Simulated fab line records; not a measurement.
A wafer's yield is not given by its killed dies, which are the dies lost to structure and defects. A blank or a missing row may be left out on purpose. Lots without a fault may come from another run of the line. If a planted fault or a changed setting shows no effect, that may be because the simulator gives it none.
fab line records | flow n5_finfet | part 1 of 2: steps 1 to 15 of 26
record: lots: 5 wafers: 15 last_day: 19
route steps=1938 shown BEOL_M5@1151
lots untouched by any fault: they come from a run of this same line in which no faults occurred
start_h: hours from the record's opening day to when the first of the lot's shown wafers began | wait_h: how many hours have passed since the lot's step before this one | " unchanged from the row above | L1.1+2: a single row standing in for several wafers | - no value present, or no start provided | * or withheld: withheld | < > ~ a bound
route shown NAME@n: a module of which the file shows steps, and the number in the route of the first | usual: mean/standard deviation of fault-free wafers | same: alike in all rows | chamber/n: place in a boat | sites: per-site readings | _std_site: the values' standard deviation | _edge_site: outer sites' mean less inner sites' | radius_mm: for every site, how far away it sits from the centre of the wafer | mask NAME#n: copy n | behind: the tool/chamber that last shaped the wafer | hold: cause of the lot's hold/its duration in hours/its outcome | device: transistor that didn't switch, given as n, p or np | end of line: tests run on the same wafers once the route is complete | a step with no rows: only its recipe | killed: count of dies lost to structure and defects at first sort (not the wafer's yield) | map: the dies of a wafer, with x for killed, . for not killed, _ for no die there
set.NAME: the setting as run; set.NAME@STEP: as run at that earlier step | model.NAME: the simulator's own value behind a step, which no gauge read
lots at selected steps of the route; one table per step, one row per wafer
services: from which hour (start_h, from the record's first day; less than 0 if before it) a tool's chamber was out of use, for how many hours, and why
== steps ==
step: N5_BEOL_M5_DESCUM_33
recipe: chemistry: O2 time_s: 7 source_power_w: 50 bias_power_w: 20 pressure_mtorr: 20 rf_frequency_hz: 2.712e+07 temp_c: 40 resist: CAR-EUV o2_flow_sccm: 225
usual: chamber_pressure_mTorr: 19.999/0.018 drypump_motor_current_A: 5.5/0.37 oes_product_au: 0.79/0.079 rf_vpp_V: 243.6/1.4 showerhead_plenum_p_Torr: 2.13/0.068 throttle_valve_pct: 20.52/0.15
columns lot.wafer tool chamber start_h wait_h chamber_pressure_mTorr drypump_motor_current_A oes_product_au rf_hours_counter_h rf_vpp_V showerhead_plenum_p_Torr throttle_valve_pct
L078.3 rie_diel-04 1 189.68 0.0 19.976 5.0 0.75 149 245.0 2.19 20.57
L078.5 " 2 " " 20.037 5.0 0.93 - 243.4 2.14 20.46
L078.6 " 1 " " 19.978 5.0 0.74 - 243.9 2.19 20.57
L079.2 rie_diel-05 2 196.33 0.4 19.976 5.7 0.73 158 242.5 2.01 20.72
L079.3 " 3 " " 20.019 5.4 0.74 179 242.6 1.99 20.35
L079.5 " 2 " " 20.023 5.7 0.74 - 241.0 2.01 20.74
L084.2 rie_diel-02 2 232.44 0.1 20.001 5.7 0.73 169 243.0 2.18 20.50
L084.4 " 2 " " 19.962 5.7 0.74 - 243.7 2.18 20.51
L084.6 " 0 " " 19.983 5.6 0.78 - 241.8 2.11 20.59
L094.1 rie_diel-02 0 310.82 0.3 19.995 5.5 0.75 142 243.4 2.10 20.63
L094.2 " 1 " " 19.986 6.0 0.83 81 243.3 2.10 20.67
L094.3 " 3 " " 19.978 5.7 0.86 47 245.8 2.20 20.27
L096.2 rie_diel-05 3 348.66 0.2 20.029 5.4 0.71 222 240.2 1.98 20.43
L096.5 " 0 " " 20.001 5.0 0.88 - 243.8 2.14 20.76
L096.6 " 3 " " 19.973 5.4 0.70 - 243.1 1.98 20.44
step: N5_BEOL_M5_ETCH_75
recipe: chemistry: N2/H2 target: underlayer target_depth_a: 65 mask_material: CAR-EUV time_s: 5.2 ion_energy_ev: 200 pressure_mtorr: 30 source_w: 840 bias_w: 150 n2_flow_sccm: 200 h2_flow_sccm: 200 ends: cleared
usual: chamber_pressure_mTorr: 30.00/0.039 drypump_motor_current_A: 5.5/0.37 etch_rf_on_time_s: 5.18/0.15 oes_product_au: 0.68/0.07 rf_vpp_V: 525.1/2.5 showerhead_plenum_p_Torr: 2.59/0.085 throttle_valve_pct: 17.96/0.2
columns lot.wafer tool chamber start_h wait_h chamber_pressure_mTorr drypump_motor_current_A etch_rf_on_time_s oes_product_au rf_hours_counter_h rf_vpp_V showerhead_plenum_p_Torr throttle_valve_pct
L078.3 rie_diel-04 1 189.72 0.0 30.04 5.0 5.53 0.63 149 526.0 2.64 17.88
L078.5 " 2 " " 30.09 5.0 5.09 0.78 - 524.7 2.60 17.81
L078.6 " 1 " " 30.06 5.0 5.48 0.63 - 527.5 2.64 17.87
L079.2 rie_diel-05 2 196.37 0.0 30.05 5.7 5.25 0.64 158 520.4 2.43 18.04
L079.3 " 3 " " 29.96 5.4 5.18 0.63 179 519.8 2.42 17.76
L079.5 " 2 " " 30.00 5.7 5.29 0.63 - 521.1 2.43 18.04
L084.2 rie_diel-02 2 232.47 0.0 29.96 5.8 5.06 0.64 169 528.1 2.65 17.91
L084.4 " 2 " " 29.96 5.8 5.05 0.64 - 527.1 2.65 17.91
L084.6 " 0 " " 29.98 5.6 5.28 0.65 - 524.2 2.57 18.07
L094.1 rie_diel-02 0 310.86 0.0 29.99 5.6 5.32 0.64 142 524.7 2.56 18.10
L094.2 " 1 " " 29.96 6.1 5.12 0.72 81 524.9 2.57 18.20
L094.3 " 3 " " 29.94 5.8 5.02 0.75 47 529.0 2.71 17.76
L096.2 rie_diel-05 3 348.70 0.0 29.96 5.4 5.26 0.62 222 521.0 2.40 17.82
L096.5 " 0 " " 29.90 4.9 5.12 0.76 - 526.5 2.61 18.37
L096.6 " 3 " " 29.95 5.4 5.18 0.60 - 521.3 2.40 17.82
step: N5_BEOL_M5_ETCH_67
recipe: chemistry: CF4 target: SiARC target_depth_a: 156 mask_material: CAR-EUV time_s: 26 ion_energy_ev: 80 pressure_mtorr: 40 source_w: 545 bias_w: 36 Ar_flow_sccm: 100 cf4_flow_sccm: 100 ends: cleared
usual: chamber_pressure_mTorr: 39.99/0.042 drypump_motor_current_A: 5.5/0.37 etch_rf_on_time_s: 26.0/0.72 oes_product_au: 0.68/0.071 rf_vpp_V: 184.5/1.1 showerhead_plenum_p_Torr: 2.18/0.069 throttle_valve_pct: 15.71/0.11
columns lot.wafer tool chamber start_h wait_h chamber_pressure_mTorr drypump_motor_current_A etch_rf_on_time_s oes_product_au rf_hours_counter_h rf_vpp_V showerhead_plenum_p_Torr throttle_valve_pct
L078.3 rie_diel-04 1 189.74 0.0 40.07 5.0 27.6 0.63 149 185.9 2.24 15.73
L078.5 " 2 " " 40.00 5.0 25.6 0.80 - 184.2 2.20 15.66
L078.6 " 1 " " 40.00 5.0 27.9 0.62 - 185.4 2.24 15.72
L079.2 rie_diel-05 2 196.38 0.0 40.02 5.7 26.2 0.63 158 182.9 2.04 15.77
L079.3 " 3 " " 39.96 5.3 26.1 0.64 179 184.2 2.07 15.74
L079.5 " 2 " " 39.98 5.7 26.1 0.64 - 185.0 2.04 15.79
L084.2 rie_diel-02 2 232.49 0.0 39.95 5.7 25.6 0.64 169 184.6 2.22 15.65
L084.4 " 2 " " 39.96 5.7 25.5 0.63 - 184.9 2.22 15.67
L084.6 " 0 " " 40.01 5.5 26.0 0.66 - 183.0 2.17 15.78
L094.1 rie_diel-02 0 310.88 0.0 40.01 5.6 26.4 0.64 142 183.7 2.16 15.84
L094.2 " 1 " " 39.99 6.0 25.6 0.72 81 185.0 2.16 15.89
L094.3 " 3 " " 39.91 5.7 25.4 0.74 47 184.1 2.28 15.57
L096.2 rie_diel-05 3 348.71 0.0 39.97 5.4 26.3 0.60 222 183.2 2.05 15.80
L096.5 " 0 " " 40.08 5.0 25.9 0.75 - 184.9 2.18 15.76
L096.6 " 3 " " 39.99 5.4 26.2 0.61 - 183.1 2.05 15.82
step: N5_BEOL_M5_ETCH_68
recipe: chemistry: N2/H2 target: SOC target_depth_a: 800 overetch_a: 160 mask_material: SiARC temp_c: 40 time_s: 120 ion_energy_ev: 200 pressure_mtorr: 30 source_w: 840 bias_w: 150 n2_flow_sccm: 200 h2_flow_sccm: 200
usual: chamber_pressure_mTorr: 29.997/0.028 drypump_motor_current_A: 5.5/0.37 oes_product_au: 0.60/0.056 rf_vpp_V: 525.0/2.5 showerhead_plenum_p_Torr: 2.59/0.085 throttle_valve_pct: 17.92/0.19
columns lot.wafer tool chamber start_h wait_h chamber_pressure_mTorr drypump_motor_current_A oes_product_au rf_hours_counter_h rf_vpp_V showerhead_plenum_p_Torr throttle_valve_pct
L078.3 rie_diel-04 1 189.76 0.0 30.013 5.0 0.58 149 527.1 2.64 17.84
L078.5 " 2 " " 30.067 4.9 0.71 - 525.1 2.60 17.78
L078.6 " 1 " " 29.967 5.0 0.58 - 528.2 2.64 17.85
L079.2 rie_diel-05 2 196.41 0.0 29.912 5.7 0.57 158 520.8 2.43 18.02
L079.3 " 3 " " 30.030 5.4 0.57 179 520.5 2.42 17.71
L079.5 " 2 " " 29.981 5.7 0.57 - 522.5 2.43 18.02
L084.2 rie_diel-02 2 232.52 0.0 30.000 5.8 0.56 169 527.0 2.65 17.86
L084.4 " 2 " " 29.995 5.7 0.56 - 527.2 2.65 17.88
L084.6 " 0 " " 29.985 5.5 0.59 - 523.8 2.57 18.03
L094.1 rie_diel-02 0 310.90 0.0 30.002 5.6 0.58 142 524.0 2.56 18.05
L094.2 " 1 " " 29.994 6.0 0.64 81 524.2 2.57 18.15
L094.3 " 3 " " 29.960 5.7 0.65 47 527.9 2.71 17.69
L096.2 rie_diel-05 3 348.74 0.0 29.934 5.4 0.54 222 520.6 2.40 17.79
L096.5 " 0 " " 29.984 5.0 0.67 - 526.0 2.61 18.33
L096.6 " 3 " " 30.020 5.4 0.55 - 520.5 2.40 17.79
step: N5_BEOL_M5_STRIP_69
recipe: chemistry: N2/H2 temp_c: 40 n2_flow_sccm: 200 h2_flow_sccm: 200 rf_frequency_hz: 6e+07
columns lot.wafer tool chamber start_h wait_h
L078.3+5+6 rie_diel-04 1,2,1 189.84 0.0
L079.2+3+5 rie_diel-05 2,3,2 196.49 0.0
L084.2+4+6 rie_diel-02 2,2,0 232.60 0.0
L094.1+2+3 rie_diel-02 0,1,3 310.99 0.0
L096.2+5+6 rie_diel-05 3,0,3 348.82 0.0
step: N5_BEOL_M5_STRIP_76
recipe: chemistry: N2/H2 temp_c: 40 n2_flow_sccm: 200 h2_flow_sccm: 200 rf_frequency_hz: 6e+07
columns lot.wafer tool chamber start_h wait_h
L078.3+5+6 rie_diel-04 1,2,1 189.85 0.0
L079.2+3+5 rie_diel-05 2,3,2 196.50 0.0
L084.2+4+6 rie_diel-02 2,2,0 232.61 0.0
L094.1+2+3 rie_diel-02 0,1,3 311.00 0.0
L096.2+5+6 rie_diel-05 3,0,3 348.83 0.0
step: N5_BEOL_M5_VIA_ETCH_34
recipe: chemistry: C4F6/O2 target: SiCOH_lowk target_depth_a: 883 mask_material: SOC taper_deg: 4 time_s: 39.2 ion_energy_ev: 250 pressure_mtorr: 30 source_w: 345 bias_w: 185 Ar_flow_sccm: 300 C4F6_flow_sccm: 10 O2_flow_sccm: 10
usual: chamber_pressure_mTorr: 30.00/0.047 drypump_motor_current_A: 5.5/0.37 oes_o_777_au: 0.78/0.071 oes_product_au: 0.79/0.08 rf_vpp_V: 672/15 showerhead_plenum_p_Torr: 2.90/0.094 throttle_valve_pct: 21.02/0.14
columns lot.wafer tool chamber start_h wait_h chamber_pressure_mTorr drypump_motor_current_A oes_o_777_au oes_product_au rf_hours_counter_h rf_vpp_V showerhead_plenum_p_Torr throttle_valve_pct
L078.3 rie_diel-04 1 189.86 0.0 30.03 5.0 0.73 0.73 149 681 2.96 20.95
L078.5 " 2 " " 30.01 4.9 0.91 0.93 - 684 2.92 21.07
L078.6 " 1 " " 29.96 5.0 0.73 0.73 - 680 2.96 20.95
L079.2 rie_diel-05 2 196.51 0.0 30.00 5.7 0.78 0.74 158 636 2.70 20.95
L079.3 " 3 " " 29.98 5.3 0.73 0.74 179 669 2.75 21.02
L079.5 " 2 " " 29.99 5.7 0.78 0.73 - 636 2.70 20.96
L084.2 rie_diel-02 2 232.62 0.0 30.03 5.7 0.72 0.74 169 694 2.96 20.93
L084.4 " 2 " " 29.99 5.7 0.73 0.75 - 694 2.96 20.95
L084.6 " 0 " " 30.01 5.5 0.75 0.77 - 659 2.88 21.12
L094.1 rie_diel-02 0 311.01 0.0 30.03 5.6 0.74 0.75 142 659 2.87 21.14
L094.2 " 1 " " 30.02 6.1 0.81 0.84 81 667 2.89 21.31
L094.3 " 3 " " 30.00 5.7 0.86 0.87 47 656 3.03 20.93
L096.2 rie_diel-05 3 348.84 0.0 30.00 5.4 0.69 0.71 222 669 2.73 21.06
L096.5 " 0 " " 29.98 5.0 0.85 0.87 - 682 2.91 21.25
L096.6 " 3 " " 30.02 5.4 0.69 0.70 - 668 2.73 21.09
step: N5_BEOL_M5_STRIP_85
recipe: chemistry: C4F6/O2 resist: SiARC rf_frequency_hz: 6e+07
columns lot.wafer tool chamber start_h wait_h
L078.3+5+6 rie_diel-04 1,2,1 189.90 0.0
L079.2+3+5 rie_diel-05 2,3,2 196.55 0.0
L084.2+4+6 rie_diel-02 2,2,0 232.65 0.0
L094.1+2+3 rie_diel-02 0,1,3 311.04 0.0
L096.2+5+6 rie_diel-05 3,0,3 348.88 0.0
step: N5_BEOL_M5_STRIP_36
recipe: chemistry: N2/H2 power_w: 450 temp_c: 40 pressure_mtorr: 20 rf_frequency_hz: 6e+07 overash_fraction: 0.3 bias_power_w: 7 h2_frac: 0.5 n2_flow_sccm: 200 h2_flow_sccm: 200
usual: chamber_pressure_mTorr: 20.00/0.035 drypump_motor_current_A: 5.5/0.37 oes_product_au: 0.79/0.078 rf_vpp_V: 59.5/1.5 showerhead_plenum_p_Torr: 2.58/0.085 throttle_valve_pct: 23.8/0.3
columns lot.wafer tool chamber start_h wait_h chamber_pressure_mTorr drypump_motor_current_A oes_product_au rf_hours_counter_h rf_vpp_V showerhead_plenum_p_Torr throttle_valve_pct
L078.3 rie_diel-04 1 189.91 0.0 20.05 5.0 0.75 149 55.6 2.63 23.7
L078.5 " 2 " " 20.04 5.0 0.90 - 58.7 2.59 23.6
L078.6 " 1 " " 20.07 5.0 0.74 - 58.4 2.63 23.7
L079.2 rie_diel-05 2 196.56 0.0 19.98 5.6 0.74 158 59.0 2.42 23.8
L079.3 " 3 " " 20.06 5.4 0.73 179 56.6 2.41 23.4
L079.5 " 2 " " 20.02 5.7 0.75 - 55.9 2.42 23.8
L084.2 rie_diel-02 2 232.66 0.0 20.04 5.7 0.74 169 61.9 2.64 23.7
L084.4 " 2 " " 19.97 5.7 0.74 - 57.9 2.64 23.7
L084.6 " 0 " " 19.99 5.6 0.77 - 60.5 2.57 24.0
L094.1 rie_diel-02 0 311.05 0.0 20.00 5.5 0.76 142 59.6 2.56 23.9
L094.2 " 1 " " 20.00 6.0 0.84 81 58.6 2.57 24.1
L094.3 " 3 " " 20.01 5.8 0.87 47 58.4 2.70 23.5
L096.2 rie_diel-05 3 348.89 0.0 19.99 5.4 0.71 222 59.3 2.39 23.4
L096.5 " 0 " " 20.02 5.0 0.88 - 59.6 2.61 24.5
L096.6 " 3 " " 19.91 5.4 0.70 - 58.5 2.39 23.4
step: N5_BEOL_M5_TRENCH_ETCH_37
recipe: chemistry: C4F6/O2 target_depth_a: 716.52 target: SiCOH_lowk time_s: 24.7 ion_energy_ev: 250 pressure_mtorr: 30 source_w: 345 bias_w: 185 Ar_flow_sccm: 300 C4F6_flow_sccm: 10 O2_flow_sccm: 10
usual: chamber_pressure_mTorr: 30.006/0.028 drypump_motor_current_A: 5.5/0.37 oes_o_777_au: 0.78/0.072 oes_product_au: 0.79/0.081 rf_vpp_V: 672/16 showerhead_plenum_p_Torr: 2.90/0.094 throttle_valve_pct: 21.05/0.14
columns lot.wafer tool chamber start_h wait_h chamber_pressure_mTorr drypump_motor_current_A oes_o_777_au oes_product_au rf_hours_counter_h rf_vpp_V showerhead_plenum_p_Torr throttle_valve_pct
L078.3 rie_diel-04 1 - - 30.050 5.0 0.73 0.74 149 680 2.96 21.00
L078.5 " 2 " " 30.003 5.0 0.91 0.93 - 682 2.92 21.10
L078.6 " 1 " " 29.991 5.0 0.72 0.73 - 681 2.96 20.99
L079.2 rie_diel-05 2 - - 29.980 5.6 0.79 0.73 158 636 2.70 20.99
L079.3 " 3 " " 30.003 5.3 0.72 0.75 179 669 2.75 21.03
L079.5 " 2 " " 30.045 5.7 0.78 0.73 - 635 2.70 20.98
L084.2 rie_diel-02 2 - - 29.988 5.8 0.73 0.74 169 696 2.96 20.98
L084.4 " 2 " " 30.003 5.7 0.73 0.74 - 695 2.96 20.98
L084.6 " 0 " " 30.016 5.6 0.76 0.77 - 661 2.88 21.14
L094.1 rie_diel-02 0 - - 29.994 5.6 0.74 0.75 142 660 2.87 21.19
L094.2 " 1 " " 29.994 6.1 0.82 0.85 81 665 2.89 21.35
L094.3 " 3 " " 29.946 5.7 0.86 0.87 47 657 3.03 20.99
L096.2 rie_diel-05 3 - - 30.012 5.4 0.70 0.70 222 668 2.73 21.12
L096.5 " 0 " " 30.017 5.0 0.86 0.87 - 682 2.91 21.28
L096.6 " 3 " " 30.017 5.4 0.69 0.71 - 669 2.73 21.11
step: N5_BEOL_M5_ETCH_41
recipe: chemistry: CH3F/O2 target: SiCN target_depth_a: 315 taper_deg: 2 time_s: 56.7 ion_energy_ev: 120 mask_material: TiN pressure_mtorr: 30 source_w: 395 bias_w: 75 Ar_flow_sccm: 150 CH3F_flow_sccm: 30 O2_flow_sccm: 20
usual: chamber_pressure_mTorr: 30.002/0.025 drypump_motor_current_A: 5.5/0.37 oes_product_au: 0.79/0.081 rf_vpp_V: 298.1/1.5 showerhead_plenum_p_Torr: 2.04/0.068 throttle_valve_pct: 16.42/0.12
columns lot.wafer tool chamber start_h wait_h chamber_pressure_mTorr drypump_motor_current_A oes_product_au rf_hours_counter_h rf_vpp_V showerhead_plenum_p_Torr throttle_valve_pct
L078.3 rie_diel-04 1 - - 29.982 5.0 0.74 149 298.7 2.08 16.40
L078.5 " 2 " " 30.004 4.9 0.94 - 298.8 2.06 16.40
L078.6 " 1 " " 30.044 5.0 0.74 - 299.9 2.08 16.40
L079.2 rie_diel-05 2 - - 29.983 5.7 0.73 158 295.2 1.90 16.48
L079.3 " 3 " " 30.030 5.4 0.74 179 296.4 1.93 16.43
L079.5 " 2 " " 29.995 5.7 0.73 - 295.2 1.90 16.45
L084.2 rie_diel-02 2 - - 30.009 5.7 0.75 169 298.4 2.08 16.37
L084.4 " 2 " " 29.959 5.7 0.74 - 298.6 2.08 16.38
L084.6 " 0 " " 29.968 5.5 0.76 - 297.9 2.03 16.50
L094.1 rie_diel-02 0 - - 29.994 5.5 0.75 142 298.5 2.02 16.52
L094.2 " 1 " " 29.986 6.0 0.85 81 298.0 2.03 16.65
L094.3 " 3 " " 30.025 5.7 0.87 47 299.3 2.14 16.31
L096.2 rie_diel-05 3 - - 30.027 5.3 0.72 222 295.8 1.92 16.52
L096.5 " 0 " " 29.940 5.0 0.87 - 298.5 2.05 16.55
L096.6 " 3 " " 29.976 5.4 0.71 - 295.2 1.92 16.52
step: N5_BEOL_M5_STRIP_91
recipe: chemistry: N2/H2 time_s: 10 power_w: 450 temp_c: 40 pressure_mtorr: 20 rf_frequency_hz: 6e+07 bias_power_w: 7 n2_flow_sccm: 200 h2_flow_sccm: 200
usual: chamber_pressure_mTorr: 20.000/0.017 drypump_motor_current_A: 5.5/0.37 oes_product_au: 0.79/0.078 rf_vpp_V: 59.3/0.86 showerhead_plenum_p_Torr: 2.58/0.085 throttle_valve_pct: 23.8/0.3
columns lot.wafer tool chamber start_h wait_h chamber_pressure_mTorr drypump_motor_current_A oes_product_au rf_hours_counter_h rf_vpp_V showerhead_plenum_p_Torr throttle_valve_pct
L078.3 rie_diel-04 1 - - 20.003 5.0 0.75 149 59.5 2.63 23.7
L078.5 " 2 " " 19.986 5.0 0.92 - 59.3 2.59 23.6
L078.6 " 1 " " 19.998 5.0 0.75 - 59.8 2.63 23.7
L079.2 rie_diel-05 2 - - 20.020 5.6 0.75 158 59.1 2.42 23.8
L079.3 " 3 " " 19.987 5.4 0.74 179 59.2 2.41 23.4
L079.5 " 2 " " 20.021 5.7 0.74 - 58.6 2.42 23.8
L084.2 rie_diel-02 2 - - 19.997 5.7 0.74 169 59.7 2.64 23.7
L084.4 " 2 " " 20.017 5.7 0.74 - 59.9 2.64 23.7
L084.6 " 0 " " 20.011 5.6 0.77 - 61.5 2.57 24.0
L094.1 rie_diel-02 0 - - 19.981 5.6 0.76 142 58.8 2.56 24.0
L094.2 " 1 " " 20.021 6.0 0.84 81 57.9 2.57 24.1
L094.3 " 3 " " 20.032 5.7 0.86 47 60.3 2.70 23.5
L096.2 rie_diel-05 3 - - 19.973 5.4 0.71 222 59.1 2.39 23.4
L096.5 " 0 " " 19.991 5.0 0.88 - 59.3 2.61 24.5
L096.6 " 3 " " 20.036 5.3 0.70 - 58.3 2.39 23.4
step: N5_BEOL_M5_OCD_MEAS_38
usual: trench_depth_nm: 71.5/1.6
columns lot.wafer tool chamber start_h wait_h trench_depth_nm
L078.3 ocd-01 - 190.11 - 67.9
L078.5 " - " " 72.4
L078.6 " - " " 67.1
L079.2 ocd-02 - 196.75 - 69.4
L079.3 " - " " 71.4
L079.5 " - " " 69.8
L084.2 ocd-01 - 232.86 - 72.1
L084.4 " - " " 72.0
L084.6 " - " " 71.1
L094.1 ocd-01 - 311.24 - 71.4
L094.2 " - " " 73.3
L094.3 " - " " 72.7
L096.2 ocd-02 - 349.08 - 70.8
L096.5 " - " " 71.4
L096.6 " - " " 71.2
step: N5_BEOL_M5_HM_STRIP_39
recipe: chemistry: peroxide_tin_strip material: TiN target_depth_a: 250 temp_c: 50 time_s: 158
columns lot.wafer tool chamber start_h wait_h
L078.3+5+6 wet_bench-03 4,5,6 190.14 0.0
L079.2+3+5 wet_bench-05 1,3,2 196.78 0.0
L084.2+4+6 wet_bench-02 7,3,6 232.89 0.0
L094.1+2+3 wet_bench-03 3,5,1 311.28 0.0
L096.2+5+6 wet_bench-02 1,3,7 349.11 0.0
step: N5_BEOL_M5_SRD_40
recipe: time_s: 30 temp_c: 23 rinse_liquid: diw dry: ipa_marangoni
columns lot.wafer tool chamber start_h wait_h
L078.3+5+6 wet_bench-03 4,5,6 190.19 0.0
L079.2+3+5 wet_bench-05 1,3,2 196.83 0.0
L084.2+4+6 wet_bench-02 7,3,6 232.93 0.0
L094.1+2+3 wet_bench-03 3,5,1 311.32 0.0
L096.2+5+6 wet_bench-02 1,3,7 349.16 0.0
